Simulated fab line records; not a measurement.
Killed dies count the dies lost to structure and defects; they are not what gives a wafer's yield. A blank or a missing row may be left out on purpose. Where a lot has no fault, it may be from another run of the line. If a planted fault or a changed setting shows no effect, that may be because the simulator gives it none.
Which of the tools did it? + flow nand-harc + 22 lots, 66 wafers sampled, at 6 steps of a route of 1302

## WHAT EACH GAUGE READ, for each wafer
No reading from a measuring or inspecting step in the record can be judged against a usual standard deviation.

## TOOL THAT RAN EACH LOT (tool first, then ch and the chambers of the sampled wafers, then the start)
| lot  | NHARC_A_STAIRCASE_ETCH_27                     | NHARC_A_STAIRCASE_TRIM_191                    | NHARC_A_STAIRCASE_ETCH_203                    | NHARC_A_STAIRCASE_TRIM_222                    | NHARC_A_STAIRCASE_TRIM_224                    | NHARC_A_STAIRCASE_STRIP_238          |
|------|-----------------------------------------------|-----------------------------------------------|-----------------------------------------------|-----------------------------------------------|-----------------------------------------------|--------------------------------------|
| L074 | rie-diel-07 ch 0,1,3, day 16 03:40 or earlier | rie-diel-07 ch 0,1,3, day 16 03:40 or earlier | rie-diel-01 ch 0,1, day 16 03:40 or earlier   | rie-diel-01 ch 0,1,3, day 16 03:40 or earlier | rie-diel-01 ch 0,1,2, day 16 03:40 or earlier | plasma-asher-01 ch 0,1, day 16 03:40 |
| L075 | rie-diel-01 ch 0,1, day 16 22:25 or earlier   | rie-diel-01 ch 0,2,3, day 16 22:25 or earlier | rie-diel-07 ch 0,2, day 16 22:25 or earlier   | rie-diel-01 ch 0,2, day 16 22:25 or earlier   | rie-diel-01 ch 1,3, day 16 22:25 or earlier   | plasma-asher-02 ch 0,1, day 16 22:25 |
| L077 | rie-diel-07 ch 1,2,3, day 16 22:53 or earlier | rie-diel-04 ch 0,1,2, day 16 22:53 or earlier | rie-diel-01 ch 0,3, day 16 22:53 or earlier   | rie-diel-04 ch 0,2, day 16 22:53 or earlier   | rie-diel-04 ch 0,3, day 16 22:53 or earlier   | plasma-asher-01 ch 0,1, day 16 22:53 |
| L076 | rie-diel-07 ch 0,1,3, day 17 04:09 or earlier | rie-diel-07 ch 0,1,3, day 17 04:09 or earlier | rie-diel-04 ch 0,2,3, day 17 04:09 or earlier | rie-diel-07 ch 1,2,3, day 17 04:09 or earlier | rie-diel-07 ch 0,2,3, day 17 04:09 or earlier | plasma-asher-02 ch 0,1, day 17 04:09 |
| L079 | rie-diel-07 ch 1,2,3, day 17 21:21 or earlier | rie-diel-01 ch 0,1,3, day 17 21:21 or earlier | rie-diel-07 ch 0,2,3, day 17 21:21 or earlier | rie-diel-07 ch 0,2,3, day 17 21:21 or earlier | rie-diel-07 ch 0,1,2, day 17 21:21 or earlier | plasma-asher-01 ch 0,1, day 17 21:21 |
| L078 | rie-diel-04 ch 2,3, day 18 01:46 or earlier   | rie-diel-07 ch 0,3, day 18 01:46 or earlier   | rie-diel-07 ch 1,3, day 18 01:46 or earlier   | rie-diel-04 ch 1,2, day 18 01:46 or earlier   | rie-diel-04 ch 1,2, day 18 01:46 or earlier   | plasma-asher-02 ch 0,1, day 18 01:46 |
| L080 | rie-diel-01 ch 0,1,2, day 18 09:38 or earlier | rie-diel-07 ch 2,3, day 18 09:38 or earlier   | rie-diel-07 ch 0,1,2, day 18 09:38 or earlier | rie-diel-07 ch 0,1,2, day 18 09:38 or earlier | rie-diel-07 ch 1,3, day 18 09:38 or earlier   | plasma-asher-02 ch 0,1, day 18 09:38 |
| L081 | rie-diel-04 ch 0,1,3, day 18 16:22 or earlier | rie-diel-01 ch 0,3, day 18 16:22 or earlier   | rie-diel-07 ch 1,2, day 18 16:22 or earlier   | rie-diel-07 ch 0,3, day 18 16:22 or earlier   | rie-diel-07 ch 0,2,3, day 18 16:22 or earlier | plasma-asher-02 ch 0,1, day 18 16:22 |
| L083 | rie-diel-07 ch 0,1,3, day 20 04:19 or earlier | rie-diel-04 ch 0,1,2, day 20 04:19 or earlier | rie-diel-04 ch 0,1,2, day 20 04:19 or earlier | rie-diel-07 ch 0,2,3, day 20 04:19 or earlier | rie-diel-07 ch 0,2,3, day 20 04:19 or earlier | plasma-asher-02 ch 0,1, day 20 04:19 |
| L082 | rie-diel-04 ch 0,2,3, day 20 11:42 or earlier | rie-diel-01 ch 1,3, day 20 11:42 or earlier   | rie-diel-01 ch 0,1,3, day 20 11:42 or earlier | rie-diel-01 ch 0,2,3, day 20 11:42 or earlier | rie-diel-01 ch 0,1,2, day 20 11:42 or earlier | plasma-asher-01 ch 0,1, day 20 11:42 |
| L086 | rie-diel-04 ch 0,2,3, day 21 19:00 or earlier | rie-diel-01 ch 1,2,3, day 21 19:00 or earlier | rie-diel-04 ch 0,1,3, day 21 19:00 or earlier | rie-diel-01 ch 2,3, day 21 19:00 or earlier   | rie-diel-01 ch 0,1, day 21 19:00 or earlier   | plasma-asher-02 ch 1, day 21 19:00   |
| L088 | rie-diel-07 ch 1,2,3, day 21 18:43 or earlier | rie-diel-01 ch 1,3, day 21 18:43 or earlier   | rie-diel-07 ch 0,3, day 21 18:43 or earlier   | rie-diel-07 ch 0,1,2, day 21 18:43 or earlier | rie-diel-07 ch 0,1,2, day 21 18:43 or earlier | plasma-asher-02 ch 0,1, day 21 18:43 |
| L089 | rie-diel-04 ch 0,1, day 22 08:14 or earlier   | rie-diel-04 ch 1,2, day 22 08:14 or earlier   | rie-diel-07 ch 0,1,3, day 22 08:14 or earlier | rie-diel-04 ch 0,3, day 22 08:14 or earlier   | rie-diel-04 ch 2,3, day 22 08:14 or earlier   | plasma-asher-02 ch 0,1, day 22 08:14 |
| L087 | rie-diel-07 ch 0,2,3, day 22 22:23 or earlier | rie-diel-04 ch 0,1,3, day 22 22:23 or earlier | rie-diel-07 ch 0,1,2, day 22 22:23 or earlier | rie-diel-01 ch 0,2,3, day 22 22:23 or earlier | rie-diel-01 ch 0,1,3, day 22 22:23 or earlier | plasma-asher-02 ch 0,1, day 22 22:23 |
| L091 | rie-diel-07 ch 0,1,3, day 23 06:23 or earlier | rie-diel-07 ch 2,3, day 23 06:23 or earlier   | rie-diel-07 ch 0,1,3, day 23 06:23 or earlier | rie-diel-04 ch 1,2, day 23 06:23 or earlier   | rie-diel-04 ch 0,1,2, day 23 06:23 or earlier | plasma-asher-01 ch 0,1, day 23 06:23 |
| L090 | rie-diel-04 ch 1,2, day 23 04:19 or earlier   | rie-diel-04 ch 1,3, day 23 04:19 or earlier   | rie-diel-01 ch 0,1,3, day 23 04:19 or earlier | rie-diel-01 ch 1,2,3, day 23 04:19 or earlier | rie-diel-01 ch 0,1, day 23 04:19 or earlier   | plasma-asher-02 ch 0,1, day 23 04:19 |
| L092 | rie-diel-01 ch 1,2,3, day 24 02:11 or earlier | rie-diel-04 ch 0,1,2, day 24 02:11 or earlier | rie-diel-01 ch 0,3, day 24 02:11 or earlier   | rie-diel-01 ch 1,2, day 24 02:11 or earlier   | rie-diel-01 ch 1,2, day 24 02:11 or earlier   | plasma-asher-02 ch 0,1, day 24 02:11 |
| L094 | rie-diel-04 ch 1,2,3, day 25 03:13 or earlier | rie-diel-04 ch 0,2,3, day 25 03:13 or earlier | rie-diel-04 ch 0,1,2, day 25 03:13 or earlier | rie-diel-07 ch 0,1,2, day 25 03:13 or earlier | rie-diel-07 ch 1,2,3, day 25 03:13 or earlier | plasma-asher-01 ch 0,1, day 25 03:13 |
| L096 | rie-diel-01 ch 1,2, day 25 03:30 or earlier   | rie-diel-07 ch 0,1, day 25 03:30 or earlier   | rie-diel-04 ch 1,3, day 25 03:30 or earlier   | rie-diel-04 ch 0,2,3, day 25 03:30 or earlier | rie-diel-04 ch 0,2,3, day 25 03:30 or earlier | plasma-asher-02 ch 0,1, day 25 03:30 |
| L093 | rie-diel-07 ch 0,1,3, day 25 07:04 or earlier | rie-diel-01 ch 0,2,3, day 25 07:04 or earlier | rie-diel-01 ch 0,1,3, day 25 07:04 or earlier | rie-diel-01 ch 0,2,3, day 25 07:04 or earlier | rie-diel-01 ch 0,1,3, day 25 07:04 or earlier | plasma-asher-02 ch 0,1, day 25 07:04 |
| L095 | rie-diel-01 ch 0,2,3, day 25 10:22 or earlier | rie-diel-07 ch 0,2,3, day 25 10:22 or earlier | rie-diel-07 ch 1,2, day 25 10:22 or earlier   | rie-diel-07 ch 0,2,3, day 25 10:22 or earlier | rie-diel-07 ch 0,1,3, day 25 10:22 or earlier | plasma-asher-02 ch 0,1, day 25 10:22 |
| L097 | rie-diel-01 ch 0,3, day 25 17:20 or earlier   | rie-diel-04 ch 0,2,3, day 25 17:20 or earlier | rie-diel-07 ch 0,1,2, day 25 17:20 or earlier | rie-diel-07 ch 0,1,3, day 25 17:20 or earlier | rie-diel-07 ch 1,2, day 25 17:20 or earlier   | plasma-asher-02 ch 0,1, day 25 17:20 |
- NHARC_A_STAIRCASE_ETCH_27: etches the open film in C4F8/O2, target depth 100 nm, time 40.5 s.
- NHARC_A_STAIRCASE_TRIM_191: chemistry O2, time 211.2 s.
- NHARC_A_STAIRCASE_ETCH_203: etches the open film in C4F8/O2, target depth 100 nm, time 40.5 s.
- NHARC_A_STAIRCASE_TRIM_222: chemistry O2, time 211.2 s.
- NHARC_A_STAIRCASE_TRIM_224: chemistry O2, time 211.2 s.
- NHARC_A_STAIRCASE_STRIP_238: strips in O2.

## AS READ BY THE TOOLS THEMSELVES (means over the sampled wafers that have a number; for cases with no such wafer, the mark the record gives instead)
NHARC_A_STAIRCASE_ETCH_27. Usual: chamber-pressure-mTorr 25.000 mTorr, standard deviation 0.024; oes-product-au 0.945 a.u., standard deviation 0.0087; rf-vpp-V 895 V, standard deviation 4.4.
| lot  | tool        | chamber-pressure-mTorr (mTorr) | oes-product-au (a.u.) | rf-vpp-V (V) | flag |
|------|-------------|--------------------------------|-----------------------|--------------|------|
| L074 | rie-diel-07 | 24.992                         | 0.956                 | 896          |      |
| L075 | rie-diel-01 | 25.004                         | 0.947                 | 888          |      |
| L077 | rie-diel-07 | 25.016                         | 0.948                 | 897          |      |
| L076 | rie-diel-07 | 24.993                         | 0.953                 | 896          |      |
| L079 | rie-diel-07 | 25.020                         | 0.942                 | 897          |      |
| L078 | rie-diel-04 | 24.992                         | 0.928                 | 890          |      |
| L080 | rie-diel-01 | 25.015                         | 0.945                 | 898          |      |
| L081 | rie-diel-04 | 25.000                         | 0.943                 | 891          |      |
| L083 | rie-diel-07 | 25.000                         | 0.943                 | 895          |      |
| L082 | rie-diel-04 | 24.996                         | 0.947                 | 891          |      |
| L086 | rie-diel-04 | 24.988                         | 0.947                 | 890          |      |
| L088 | rie-diel-07 | 24.987                         | 0.948                 | 897          |      |
| L089 | rie-diel-04 | 24.980                         | 0.947                 | 895          |      |
| L087 | rie-diel-07 | 25.008                         | 0.943                 | 896          |      |
| L091 | rie-diel-07 | 24.988                         | 0.943                 | 895          |      |
| L090 | rie-diel-04 | 24.989                         | 0.948                 | 894          |      |
| L092 | rie-diel-01 | 24.988                         | 0.952                 | 899          |      |
| L094 | rie-diel-04 | 24.994                         | 0.946                 | 891          |      |
| L096 | rie-diel-01 | 25.008                         | 0.948                 | 899          |      |
| L093 | rie-diel-07 | 24.982                         | 0.944                 | 894          |      |
| L095 | rie-diel-01 | 25.011                         | 0.942                 | 896          |      |
| L097 | rie-diel-01 | 24.988                         | 0.947                 | 897          |      |

NHARC_A_STAIRCASE_TRIM_191. Usual: chamber-pressure-mTorr 60.00 mTorr, standard deviation 0.055; drypump-motor-current-A 5.6 A, standard deviation 0.49; oes-product-au 1.001 a.u., standard deviation 0.0072; rf-vpp-V 57.7 V, standard deviation 0.91; showerhead-plenum-p-Torr 3.51 Torr, standard deviation 0.12; throttle-valve-pct 17.035 %, standard deviation 0.009.
| lot  | tool        | chamber-pressure-mTorr (mTorr) | drypump-motor-current-A (A) | oes-product-au (a.u.) | rf-vpp-V (V) | showerhead-plenum-p-Torr (Torr) | throttle-valve-pct (%) | flag |
|------|-------------|--------------------------------|-----------------------------|-----------------------|--------------|---------------------------------|------------------------|------|
| L074 | rie-diel-07 | 60.01                          | 5.8                         | 1.010                 | 57.8         | 3.53                            | 17.038                 |      |
| L075 | rie-diel-01 | 60.03                          | 5.3                         | 0.994                 | 58.1         | 3.55                            | 17.031                 |      |
| L077 | rie-diel-04 | 59.98                          | 5.5                         | 0.997                 | 57.5         | 3.46                            | 17.031                 |      |
| L076 | rie-diel-07 | 59.93                          | 5.7                         | 1.006                 | 57.8         | 3.52                            | 17.039                 |      |
| L079 | rie-diel-01 | 60.01                          | 5.3                         | 0.996                 | 58.1         | 3.64                            | 17.032                 |      |
| L078 | rie-diel-07 | 60.01                          | 5.7                         | 1.001                 | 58.3         | 3.54                            | 17.032                 |      |
| L080 | rie-diel-07 | 60.00                          | 5.8                         | 1.011                 | 57.5         | 3.59                            | 17.031                 |      |
| L081 | rie-diel-01 | 59.95                          | 5.3                         | 1.000                 | 57.9         | 3.59                            | 17.048                 |      |
| L083 | rie-diel-04 | 60.10                          | 5.5                         | 0.999                 | 57.3         | 3.44                            | 17.028                 |      |
| L082 | rie-diel-01 | 60.02                          | 5.1                         | 1.000                 | 58.8         | 3.75                            | 17.034                 |      |
| L086 | rie-diel-01 | 60.01                          | 5.1                         | 1.003                 | 58.3         | 3.66                            | 17.030                 |      |
| L088 | rie-diel-01 | 60.00                          | 5.1                         | 0.998                 | 58.3         | 3.74                            | 17.033                 |      |
| L089 | rie-diel-04 | 60.08                          | 5.6                         | 1.004                 | 57.6         | 3.46                            | 17.032                 |      |
| L087 | rie-diel-04 | 60.05                          | 5.8                         | 1.008                 | 57.2         | 3.41                            | 17.033                 |      |
| L091 | rie-diel-07 | 59.98                          | 6.3                         | 1.003                 | 57.8         | 3.57                            | 17.035                 |      |
| L090 | rie-diel-04 | 60.01                          | 6.0                         | 1.004                 | 57.3         | 3.37                            | 17.041                 |      |
| L092 | rie-diel-04 | 59.97                          | 5.5                         | 1.000                 | 57.8         | 3.43                            | 17.037                 |      |
| L094 | rie-diel-04 | 60.01                          | 5.7                         | 0.999                 | 57.3         | 3.36                            | 17.042                 |      |
| L096 | rie-diel-07 | 59.97                          | 5.9                         | 1.001                 | 57.7         | 3.48                            | 17.032                 |      |
| L093 | rie-diel-01 | 60.00                          | 5.3                         | 0.991                 | 57.4         | 3.51                            | 17.036                 |      |
| L095 | rie-diel-07 | 60.00                          | 6.1                         | 0.998                 | 57.9         | 3.51                            | 17.029                 |      |
| L097 | rie-diel-04 | 59.99                          | 5.7                         | 1.002                 | 57.6         | 3.36                            | 17.033                 |      |

NHARC_A_STAIRCASE_ETCH_203. Usual: chamber-pressure-mTorr 24.999 mTorr, standard deviation 0.024; oes-product-au 0.947 a.u., standard deviation 0.0097; rf-vpp-V 895 V, standard deviation 4.2.
| lot  | tool        | chamber-pressure-mTorr (mTorr) | oes-product-au (a.u.) | rf-vpp-V (V) | flag |
|------|-------------|--------------------------------|-----------------------|--------------|------|
| L074 | rie-diel-01 | 24.994                         | 0.945                 | 891          |      |
| L075 | rie-diel-07 | 24.988                         | 0.952                 | 895          |      |
| L077 | rie-diel-01 | 24.999                         | 0.953                 | 898          |      |
| L076 | rie-diel-04 | 25.029                         | 0.954                 | 891          |      |
| L079 | rie-diel-07 | 25.018                         | 0.956                 | 896          |      |
| L078 | rie-diel-07 | 24.982                         | 0.951                 | 897          |      |
| L080 | rie-diel-07 | 24.984                         | 0.963                 | 895          |      |
| L081 | rie-diel-07 | 25.009                         | 0.946                 | 897          |      |
| L083 | rie-diel-04 | 24.984                         | 0.946                 | 893          |      |
| L082 | rie-diel-01 | 24.994                         | 0.933                 | 900          |      |
| L086 | rie-diel-04 | 24.995                         | 0.955                 | 892          |      |
| L088 | rie-diel-07 | 24.998                         | 0.952                 | 896          |      |
| L089 | rie-diel-07 | 25.006                         | 0.951                 | 896          |      |
| L087 | rie-diel-07 | 24.999                         | 0.945                 | 895          |      |
| L091 | rie-diel-07 | 24.991                         | 0.955                 | 895          |      |
| L090 | rie-diel-01 | 25.015                         | 0.948                 | 898          |      |
| L092 | rie-diel-01 | 24.989                         | 0.933                 | 894          |      |
| L094 | rie-diel-04 | 24.994                         | 0.936                 | 893          |      |
| L096 | rie-diel-04 | 24.985                         | 0.954                 | 893          |      |
| L093 | rie-diel-01 | 25.002                         | 0.936                 | 899          |      |
| L095 | rie-diel-07 | 25.016                         | 0.958                 | 897          |      |
| L097 | rie-diel-07 | 25.001                         | 0.948                 | 894          |      |

NHARC_A_STAIRCASE_TRIM_222. Usual: chamber-pressure-mTorr 60.00 mTorr, standard deviation 0.054; drypump-motor-current-A 5.6 A, standard deviation 0.51; oes-product-au 1.000 a.u., standard deviation 0.0074; rf-vpp-V 57.7 V, standard deviation 0.93; showerhead-plenum-p-Torr 3.51 Torr, standard deviation 0.13; throttle-valve-pct 17.036 %, standard deviation 0.0091.
| lot  | tool        | chamber-pressure-mTorr (mTorr) | drypump-motor-current-A (A) | oes-product-au (a.u.) | rf-vpp-V (V) | showerhead-plenum-p-Torr (Torr) | throttle-valve-pct (%) | flag |
|------|-------------|--------------------------------|-----------------------------|-----------------------|--------------|---------------------------------|------------------------|------|
| L074 | rie-diel-01 | 59.96                          | 5.3                         | 0.993                 | 57.6         | 3.46                            | 17.051                 |      |
| L075 | rie-diel-01 | 59.96                          | 5.3                         | 0.999                 | 57.3         | 3.51                            | 17.037                 |      |
| L077 | rie-diel-04 | 60.05                          | 5.4                         | 0.992                 | 57.5         | 3.43                            | 17.028                 |      |
| L076 | rie-diel-07 | 60.02                          | 5.9                         | 1.002                 | 58.3         | 3.57                            | 17.038                 |      |
| L079 | rie-diel-07 | 59.95                          | 6.1                         | 1.006                 | 57.7         | 3.54                            | 17.035                 |      |
| L078 | rie-diel-04 | 60.04                          | 5.6                         | 0.997                 | 57.3         | 3.47                            | 17.047                 |      |
| L080 | rie-diel-07 | 60.01                          | 6.2                         | 1.008                 | 57.0         | 3.52                            | 17.039                 |      |
| L081 | rie-diel-07 | 59.98                          | 5.6                         | 0.999                 | 58.3         | 3.53                            | 17.024                 |      |
| L083 | rie-diel-07 | 60.06                          | 6.1                         | 1.005                 | 57.9         | 3.53                            | 17.034                 |      |
| L082 | rie-diel-01 | 60.01                          | 5.3                         | 0.994                 | 57.5         | 3.54                            | 17.033                 |      |
| L086 | rie-diel-01 | 60.00                          | 5.1                         | 0.994                 | 58.1         | 3.57                            | 17.038                 |      |
| L088 | rie-diel-07 | 59.99                          | 6.2                         | 0.998                 | 57.5         | 3.51                            | 17.038                 |      |
| L089 | rie-diel-04 | 60.03                          | 6.0                         | 0.992                 | 56.6         | 3.36                            | 17.034                 |      |
| L087 | rie-diel-01 | 60.01                          | 5.3                         | 1.004                 | 58.1         | 3.52                            | 17.037                 |      |
| L091 | rie-diel-04 | 60.00                          | 5.6                         | 0.998                 | 57.2         | 3.45                            | 17.034                 |      |
| L090 | rie-diel-01 | 59.97                          | 5.1                         | 0.997                 | 58.0         | 3.65                            | 17.038                 |      |
| L092 | rie-diel-01 | 60.02                          | 5.1                         | 1.005                 | 57.8         | 3.69                            | 17.035                 |      |
| L094 | rie-diel-07 | 59.96                          | 6.2                         | 1.007                 | 58.0         | 3.49                            | 17.038                 |      |
| L096 | rie-diel-04 | 60.03                          | 5.7                         | 0.997                 | 57.2         | 3.36                            | 17.046                 |      |
| L093 | rie-diel-01 | 60.05                          | 5.3                         | 0.998                 | 57.9         | 3.51                            | 17.024                 |      |
| L095 | rie-diel-07 | 59.97                          | 6.1                         | 1.002                 | 57.4         | 3.51                            | 17.035                 |      |
| L097 | rie-diel-07 | 60.00                          | 5.8                         | 0.995                 | 57.7         | 3.49                            | 17.041                 |      |

NHARC_A_STAIRCASE_TRIM_224. Usual: chamber-pressure-mTorr 60.00 mTorr, standard deviation 0.056; drypump-motor-current-A 5.7 A, standard deviation 0.51; oes-product-au 1.001 a.u., standard deviation 0.0081; rf-vpp-V 57.7 V, standard deviation 0.8; showerhead-plenum-p-Torr 3.51 Torr, standard deviation 0.12; throttle-valve-pct 17.036 %, standard deviation 0.0096.
| lot  | tool        | chamber-pressure-mTorr (mTorr) | drypump-motor-current-A (A) | oes-product-au (a.u.) | rf-vpp-V (V) | showerhead-plenum-p-Torr (Torr) | throttle-valve-pct (%) | flag |
|------|-------------|--------------------------------|-----------------------------|-----------------------|--------------|---------------------------------|------------------------|------|
| L074 | rie-diel-01 | 59.98                          | 5.3                         | 1.009                 | 58.1         | 3.42                            | 17.043                 |      |
| L075 | rie-diel-01 | 60.01                          | 5.1                         | 0.998                 | 57.9         | 3.54                            | 17.043                 |      |
| L077 | rie-diel-04 | 60.04                          | 5.8                         | 0.994                 | 57.1         | 3.41                            | 17.042                 |      |
| L076 | rie-diel-07 | 59.98                          | 6.1                         | 0.997                 | 57.5         | 3.54                            | 17.028                 |      |
| L079 | rie-diel-07 | 60.02                          | 6.2                         | 1.008                 | 58.0         | 3.52                            | 17.032                 |      |
| L078 | rie-diel-04 | 59.97                          | 5.6                         | 1.004                 | 57.2         | 3.47                            | 17.031                 |      |
| L080 | rie-diel-07 | 59.96                          | 5.6                         | 1.002                 | 57.9         | 3.55                            | 17.042                 |      |
| L081 | rie-diel-07 | 60.00                          | 6.1                         | 1.008                 | 57.4         | 3.53                            | 17.041                 |      |
| L083 | rie-diel-07 | 59.98                          | 6.1                         | 1.001                 | 57.9         | 3.53                            | 17.036                 |      |
| L082 | rie-diel-01 | 60.05                          | 5.3                         | 0.997                 | 57.5         | 3.58                            | 17.041                 |      |
| L086 | rie-diel-01 | 59.98                          | 5.5                         | 0.989                 | 57.9         | 3.54                            | 17.041                 |      |
| L088 | rie-diel-07 | 60.01                          | 6.2                         | 1.002                 | 57.6         | 3.51                            | 17.038                 |      |
| L089 | rie-diel-04 | 59.99                          | 5.9                         | 1.005                 | 58.0         | 3.34                            | 17.024                 |      |
| L087 | rie-diel-01 | 60.01                          | 5.3                         | 0.993                 | 58.1         | 3.61                            | 17.022                 |      |
| L091 | rie-diel-04 | 60.03                          | 5.5                         | 1.007                 | 57.7         | 3.43                            | 17.041                 |      |
| L090 | rie-diel-01 | 60.00                          | 5.5                         | 0.994                 | 58.0         | 3.53                            | 17.035                 |      |
| L092 | rie-diel-01 | 59.97                          | 5.1                         | 1.001                 | 58.5         | 3.69                            | 17.032                 |      |
| L094 | rie-diel-07 | 60.01                          | 5.9                         | 1.006                 | 58.0         | 3.54                            | 17.039                 |      |
| L096 | rie-diel-04 | 59.95                          | 5.7                         | 1.000                 | 57.5         | 3.36                            | 17.040                 |      |
| L093 | rie-diel-01 | 60.01                          | 5.3                         | 1.001                 | 59.0         | 3.60                            | 17.042                 |      |
| L095 | rie-diel-07 | 59.97                          | 5.8                         | 0.995                 | 57.4         | 3.49                            | 17.031                 |      |
| L097 | rie-diel-07 | 59.98                          | 6.4                         | 1.008                 | 57.5         | 3.54                            | 17.039                 |      |

NHARC_A_STAIRCASE_STRIP_238. Usual: drypump-motor-current-A 5.66 A, standard deviation 0.12; heater-power-w 371 W, standard deviation 33.
| lot  | tool            | drypump-motor-current-A (A) | heater-power-w (W) | flag |
|------|-----------------|-----------------------------|--------------------|------|
| L074 | plasma-asher-01 | 5.48                        | 323                |      |
| L075 | plasma-asher-02 | 5.67                        | 399                |      |
| L077 | plasma-asher-01 | 5.48                        | 325                |      |
| L076 | plasma-asher-02 | 5.73                        | 383                |      |
| L079 | plasma-asher-01 | 5.51                        | 328                |      |
| L078 | plasma-asher-02 | 5.71                        | 381                |      |
| L080 | plasma-asher-02 | 5.73                        | 380                |      |
| L081 | plasma-asher-02 | 5.70                        | 394                |      |
| L083 | plasma-asher-02 | 5.74                        | 381                |      |
| L082 | plasma-asher-01 | 5.52                        | 329                |      |
| L086 | plasma-asher-02 | 5.63                        | 408                |      |
| L088 | plasma-asher-02 | 5.70                        | 400                |      |
| L089 | plasma-asher-02 | 5.76                        | 377                |      |
| L087 | plasma-asher-02 | 5.75                        | 382                |      |
| L091 | plasma-asher-01 | 5.47                        | 318                |      |
| L090 | plasma-asher-02 | 5.72                        | 378                |      |
| L092 | plasma-asher-02 | 5.68                        | 387                |      |
| L094 | plasma-asher-01 | 5.51                        | 326                |      |
| L096 | plasma-asher-02 | 5.75                        | 378                |      |
| L093 | plasma-asher-02 | 5.69                        | 388                |      |
| L095 | plasma-asher-02 | 5.73                        | 375                |      |
| L097 | plasma-asher-02 | 5.72                        | 380                |      |

## THE ANSWER, worked out from the rows above alone
Rule: take the mean of a lot's wafers that have a number; if it is more than 3 standard deviations from the usual mean, the lot is off. A lot without any number at a reading at which 4 lots or more have one is off too. All remaining lots with rows at the step are treated as sound. Order of review: gauges by route order, followed by the tools' own readings, for which a lot's mean as printed above is used. The first step at which some lot is off is used, and at that step the reading that is off furthest; a lot without a number counts as furthest.
No lot is off on any of the readings shown, so nothing can be concluded from this.

## WHAT THE SIMULATOR HAD INSERTED
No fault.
